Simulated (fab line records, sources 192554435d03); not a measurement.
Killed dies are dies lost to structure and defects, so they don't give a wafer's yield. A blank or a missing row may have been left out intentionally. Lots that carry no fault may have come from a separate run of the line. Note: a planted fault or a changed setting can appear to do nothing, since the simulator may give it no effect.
Matching of chambers | flow n5_finfet | N5_FIN_CUT_DESCUM_13 on rie_diel-02: 4 sister chambers
The step chemistry O2, time 7 s. 14 wafers are shown with their chamber, then 7 later ones without.

== WAFERS WITH THEIR CHAMBER ==
wafer  | chamber | drypump_motor_current_A (A) | throttle_valve_pct (%) | oes_product_au (a.u.)
L074.3 | 3       | 5.7                         | 20.76                  | 0.69
L074.5 | 3       | 5.7                         | 20.77                  | 0.69
L074.6 | 2       | 5.8                         | 20.62                  | 0.68
L075.1 | 3       | 5.7                         | 20.76                  | 0.70
L075.2 | 1       | 5.1                         | 20.74                  | 0.68
L075.6 | 3       | 5.7                         | 20.76                  | 0.69
L078.3 | 2       | 5.8                         | 20.29                  | 0.96
L078.4 | 3       | 5.7                         | 20.76                  | 0.68
L078.6 | 0       | 5.7                         | 20.67                  | 0.74
L083.3 | 0       | 5.7                         | 20.69                  | 0.73
L083.5 | 0       | 5.7                         | 20.70                  | 0.73
L083.6 | 2       | 5.8                         | 20.30                  | 0.93
L084.2 | 1       | 5.1                         | 20.75                  | 0.66
L084.3 | 0       | 5.8                         | 20.69                  | 0.73

SIGNATURES, as means of the wafers listed above
reading                 | chamber 0 | chamber 1 | chamber 2 | chamber 3 | scatter within a chamber
drypump_motor_current_A | 5.725     | 5.100     | 5.800     | 5.700     | 0.0274
throttle_valve_pct      | 20.6875   | 20.7450   | 20.4033   | 20.7620   | 0.0843
oes_product_au          | 0.7325    | 0.6700    | 0.8567    | 0.6900    | 0.0691
Rule: distance of a wafer from a chamber = root of the sum over the readings of ((wafer's reading minus chamber's mean) / reading's scatter) squared. If the next closest chamber is less than 2 further off than the closest, the wafer can't be placed; otherwise it belongs to the closest. The scatter is the square root of a quotient: the sum, over the shown wafers, of each reading's squared deviation from its chamber's mean, divided by wafers minus chambers.

== WAFERS WITH NO CHAMBER GIVEN ==
wafer  | drypump_motor_current_A (A) | throttle_valve_pct (%) | oes_product_au (a.u.)
L084.5 | 5.7                         | 20.69                  | 0.73
L092.1 | 5.8                         | 20.32                  | 0.90
L092.4 | 5.7                         | 20.70                  | 0.72
L092.6 | 5.7                         | 20.38                  | 0.98
L093.1 | 5.7                         | 20.71                  | 0.73
L093.2 | 5.8                         | 20.31                  | 0.88
L093.4 | 5.9                         | 20.31                  | 0.90

== WHICH CHAMBER EACH WENT THROUGH ==
wafer  | from the rows above     | in truth
L084.5 | can't be placed: 0 or 3 | 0
L092.1 | 2                       | 2
L092.4 | can't be placed: 3 or 0 | 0
L092.6 | can't be placed: 2 or 0 | 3
L093.1 | can't be placed: 3 or 0 | 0
L093.2 | 2                       | 2
L093.4 | 2                       | 2
Correct placement for 3 of the 7. Cannot be placed on the basis of these rows: 4; the candidates contain the true chamber in 3. Number placed wrongly: 0.
